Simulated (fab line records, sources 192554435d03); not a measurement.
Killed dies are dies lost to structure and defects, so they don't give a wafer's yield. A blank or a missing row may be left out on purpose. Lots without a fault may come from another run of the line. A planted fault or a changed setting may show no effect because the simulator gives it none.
Chamber matching | flow n5_finfet | N5_BEOL_M0_SAQP_ETCH_73 on rie_diel-03: 4 sister chambers
The step etches SiARC in CF4, target depth 19.5 nm, time 32.5 s. 20 wafers are shown with their chamber, then 10 later ones without.

WAFERS WITH THEIR CHAMBER
wafer  | chamber | etch_rf_on_time_s (s) | showerhead_plenum_p_Torr (Torr) | throttle_valve_pct (%)
L074.2 | 1       | 32.3                  | 2.21                            | 15.64
L074.3 | 0       | 31.7                  | 2.03                            | 15.71
L074.6 | 2       | 33.2                  | 2.05                            | 15.82
L078.2 | 3       | 31.4                  | 2.28                            | 15.49
L078.5 | 2       | 33.1                  | 2.05                            | 15.84
L078.6 | 3       | 31.4                  | 2.28                            | 15.50
L086.1 | 2       | 32.9                  | 2.04                            | 15.87
L086.4 | 3       | 31.3                  | 2.28                            | 15.55
L086.5 | 0       | 31.4                  | 2.28                            | 15.29
L087.1 | 2       | 33.4                  | 2.04                            | 15.88
L087.5 | 2       | 33.5                  | 2.04                            | 15.88
L087.6 | 3       | 31.8                  | 2.28                            | 15.52
L088.1 | 2       | 33.3                  | 2.04                            | 15.87
L088.2 | 1       | 33.0                  | 2.20                            | 15.69
L088.4 | 3       | 31.9                  | 2.28                            | 15.54
L089.2 | 2       | 32.9                  | 2.04                            | 15.88
L089.4 | 3       | 31.3                  | 2.28                            | 15.53
L089.5 | 1       | 32.5                  | 2.20                            | 15.69
L092.3 | 2       | 32.9                  | 2.04                            | 15.89
L092.5 | 1       | 32.5                  | 2.20                            | 15.69

SIGNATURES (means of the wafers above)
reading                  | chamber 0 | chamber 1 | chamber 2 | chamber 3 | scatter within a chamber
etch_rf_on_time_s        | 31.550    | 32.575    | 33.150    | 31.517    | 0.257
showerhead_plenum_p_Torr | 2.1550    | 2.2025    | 2.0425    | 2.2800    | 0.0444
throttle_valve_pct       | 15.5000   | 15.6775   | 15.8663   | 15.5217   | 0.0778
Rule: a wafer's distance from a chamber is the root of the sum, over the readings, of the square of ((its reading less the chamber's mean) divided by the reading's scatter). The wafer belongs to the nearest chamber; if the next one is less than 2 further off, it can't be placed. The scatter: the root of (the sum of the squares of (reading less its chamber's mean) over the shown wafers, divided by (wafers less chambers)).

WAFERS WITHOUT THEIR CHAMBER
wafer  | etch_rf_on_time_s (s) | showerhead_plenum_p_Torr (Torr) | throttle_valve_pct (%)
L092.6 | 31.1                  | 2.28                            | 15.30
L093.4 | 31.9                  | 2.27                            | 15.54
L093.5 | 32.0                  | 2.27                            | 15.56
L093.6 | 33.2                  | 2.04                            | 15.90
L094.2 | 33.1                  | 2.04                            | 15.89
L094.4 | 31.5                  | 2.27                            | 15.55
L094.5 | 32.9                  | 2.04                            | 15.89
L097.1 | 33.4                  | 2.04                            | 15.90
L097.4 | 31.5                  | 2.27                            | 15.58
L097.6 | 33.3                  | 2.04                            | 15.91

WHICH CHAMBER EACH WENT THROUGH
wafer  | from the rows above          | in truth
L092.6 | can't be placed: 3 or 0      | 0
L093.4 | can't be placed: 3 or 0 or 1 | 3
L093.5 | can't be placed: 3 or 1 or 0 | 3
L093.6 | 2                            | 2
L094.2 | 2                            | 2
L094.4 | 3                            | 3
L094.5 | 2                            | 2
L097.1 | 2                            | 2
L097.4 | 3                            | 3
L097.6 | 2                            | 2
Placed correctly: 7 of 10. Can't be placed from these rows: 3 (the true chamber is among the candidates in 3). Placed wrongly: 0.
